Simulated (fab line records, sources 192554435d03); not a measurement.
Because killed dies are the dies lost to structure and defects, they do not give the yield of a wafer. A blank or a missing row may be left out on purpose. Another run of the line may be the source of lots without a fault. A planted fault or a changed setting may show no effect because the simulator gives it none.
Struck lot and sound lot, side by side | flow n5Finfet | 39 out of 1938 route steps
Sound: the wafers L272.1, L272.2, L272.3. Wafers L273.2, L273.5, L273.6 were the ones struck. The cause is named last.
Order at every step that has rows: each side's tool, ch and its chambers, its first start. Under that, the readings that differ: sound wafers | struck wafers | difference of the means | sigmas: that difference in standard deviations of wafers without a fault.
alike: readings whose means differ by less than 2 such deviations, and words and numbers that are the same on both sides. not compared: withheld readings, readings that some wafer has no value for, bounds like >300 that may hide the same value, and numbers for which the record gives no deviation and whose values overlap.
Wherever a step has rows on one side only, a row that says differs or no value, or a row with sigmas, the two part there. Numbers that don't overlap but have no deviation are shown without sigmas and don't part them. A reading missing from all wafers of one side parts the sides only when that side holds two or more wafers.

first, 8 steps without rows for these wafers: N5_BEOL_M2_ANNEAL_51 (time 90 s); N5_BEOL_M2_CMP_52 (polishes, stops on SiOC, t overpolish 6.8 s, target thk 40 nm); N5_BEOL_M2_PRE_CLEAN_60 (time 15 s); N5_BEOL_M2_CO_CAP_55 (material Co, precursor CCTBA/H2, target thk 2 nm, time 102.1 s); N5_BEOL_M2_PRE_CLEAN_56 (time 15 s); N5_BEOL_M2_DEP_57 (deposits SiCN from 3MS/NH3, target thk 8 nm, time 14 s); N5_BEOL_M3_ILD_DEP_00 (deposits SiOC from DEMS/O2, target thk 79 nm, time 15.3 s); N5_BEOL_M3_PECVD_72 (deposits SiO2 from TEOS/O2, target thk 16 nm, time 18 s).
N5_BEOL_M3_HM_DEP_02: deposits TiN, target thk 20 nm.
  sound on pvdSputter-03, day 10 17:47; struck on pvdSputter-03, day 10 18:22
reading                                   | sound      | struck         | difference | sigmas
model.TiN_of_BEOL_M3_HM_DEP_02.thkNm (nm) | 20 20 19.8 | 28.6 28.6 28.8 | +8.7       | 
  alike: throttleValvePct
then, 16 steps without rows for these wafers: N5_BEOL_M3_COAT_61 (time 60 s, resist thk 60 nm); N5_BEOL_M3_COAT_62 (time 60 s, resist thk 12 nm); N5_BEOL_M3_COAT_73 (time 60 s, resist thk 5 nm); N5_BEOL_M3_COAT_05 (resist thk 30 nm); N5_BEOL_M3_EBR_07; N5_BEOL_M3_SOFTBAKE_06 (time 60 s); N5_BEOL_M3_EXPOSE_08 (exposes mask M3); N5_BEOL_M3_PEB_09 (peb time 60 s); N5_BEOL_M3_DEVELOP_10 (develop time 30 s); N5_BEOL_M3_DESCUM_16 (chemistry O2, time 7 s); N5_BEOL_M3_ETCH_74 (etches underlayer in N2/H2, target depth 6.5 nm, time 5.2 s); N5_BEOL_M3_ETCH_63 (etches SiARC in CF4, target depth 15.6 nm, time 26 s); N5_BEOL_M3_ETCH_64 (etches SOC in N2/H2, target depth 75 nm, overetch 15 nm, time 112.5 s); N5_BEOL_M3_STRIP_65 (strips in N2/H2); N5_BEOL_M3_STRIP_75 (strips in N2/H2); N5_BEOL_M3_STRIP_66 (strips in CF4).
N5_BEOL_M3_HM_OPEN_17: chemistry Cl2/BCl3, target TiN, target depth 20 nm, overetch 6 nm.
  sound on rieMetal-03 ch 0,1, day 10 18:41; struck on rieMetal-02 ch 0,1, day 10 19:07
reading                 | sound            | struck            | difference | sigmas
model.etch.depthNm (nm) | 20.1 19.95 19.85 | 25.88 26.05 25.92 | +5.98      | 
  alike: chamberPressureMTorr, drypumpMotorCurrentA, oes_ar_750_au, oesProductAu, throttleValvePct
  not compared: rfHoursCounterH
then, 8 steps without rows for these wafers: N5_BEOL_M3_STRIP_19 (strips in O2); N5_BEOL_M3_COAT_67 (time 60 s, resist thk 60 nm); N5_BEOL_M3_COAT_68 (time 60 s, resist thk 12 nm); N5_BEOL_M3_COAT_76 (time 60 s, resist thk 5 nm); N5_BEOL_M3_COAT_22 (resist thk 30 nm); N5_BEOL_M3_EBR_24; N5_BEOL_M3_SOFTBAKE_23 (time 60 s); N5_BEOL_M3_EXPOSE_25 (exposes mask V2, defocus 5 nm).
N5_BEOL_M3_ETCHBACK_99: etches SiO2 in CHF3, target depth 5 nm, time 10.4 s.
  sound on rieDiel-02 ch 0,1,2, day 10 21:49; struck on rieDiel-06 ch 0,3, day 10 22:01
reading             | sound          | struck         | difference | sigmas
oesProductAu (a.u.) | 0.76 0.73 0.70 | 0.49 0.53 0.41 | -0.25      | -3
  alike: chamberPressureMTorr, drypumpMotorCurrentA, oes_ar_750_au, oes_f_703_au, rfVppV, showerheadPlenumPTorr, throttleValvePct
  not compared: rfHoursCounterH
N5_BEOL_M3_TRENCH_ETCH_37: etches SiOC in C4F6/O2, target depth 55.555 nm, time 29.2 s.
  sound: rieDiel-02 ch 0,1,2; struck: rieDiel-06 ch 0,3
reading                                   | sound          | struck         | difference | sigmas
model.TiN_of_BEOL_M3_HM_DEP_02.thkNm (nm) | 17.8 17.6 17.6 | 26.4 26.2 26.4 | +8.7       | 
  alike: chamberPressureMTorr, drypumpMotorCurrentA, oes_ar_750_au, oes_f_703_au, oesProductAu, rfVppV, showerheadPlenumPTorr, throttleValvePct
  not compared: rfHoursCounterH
N5_BEOL_M3_OCD_MEAS_38:
  sound on ocd-01, day 10 22:13; struck on ocd-02, day 10 22:24
reading            | sound          | struck         | difference | sigmas
trenchDepthNm (nm) | 55.1 54.5 54.4 | 21.2 26.3 20.8 | -31.9      | -33
N5_BEOL_M4_RC_MEAS_101:
  sound on prober-01 ch 0, day 11 13:05; struck on prober-02 ch 0, day 11 16:19
reading        | sound             | struck | difference | sigmas
DIBL_N (mV/V)  | 38.4 35.8 34.6    | 39.8   | +3.5       | +3
DIBL_P (mV/V)  | 35.7 34.0 32.4    | 37.9   | +3.9       | +3
IOFF_P (nA/um) | 0.193 0.165 0.148 | 0.230  | +0.061     | +2
SS_N (mV/dec)  | 72.0 71.2 70.7    | 72.6   | +1.3       | +2
SS_P (mV/dec)  | 73.8 72.9 72.7    | 74.5   | +1.4       | +2
VT_P (mV)      | -253 -256 -256    | -248   | +7         | +2
  alike: IOFF_N, ION_N, ION_P, VT_N
  not compared: CHAIN_V2_max_site, CHAIN_V3_max_site
-- the record jumps here: 4 days lie between the struck wafers' starts before and after (it left off in module BEOL_M4 and takes up again in module PASSIVATION, whose first step shown is number 1936 of the route) --
N5_PASSIVATION_PROBE_49:
  record: rows for the struck wafers here (prober-01, day 16 03:41), none for the sound ones

## WHERE THEY PART
At N5_BEOL_M3_ETCHBACK_99 first; at N5_PASSIVATION_PROBE_49 last (within this record only).

WHY: the cause the simulator had injected
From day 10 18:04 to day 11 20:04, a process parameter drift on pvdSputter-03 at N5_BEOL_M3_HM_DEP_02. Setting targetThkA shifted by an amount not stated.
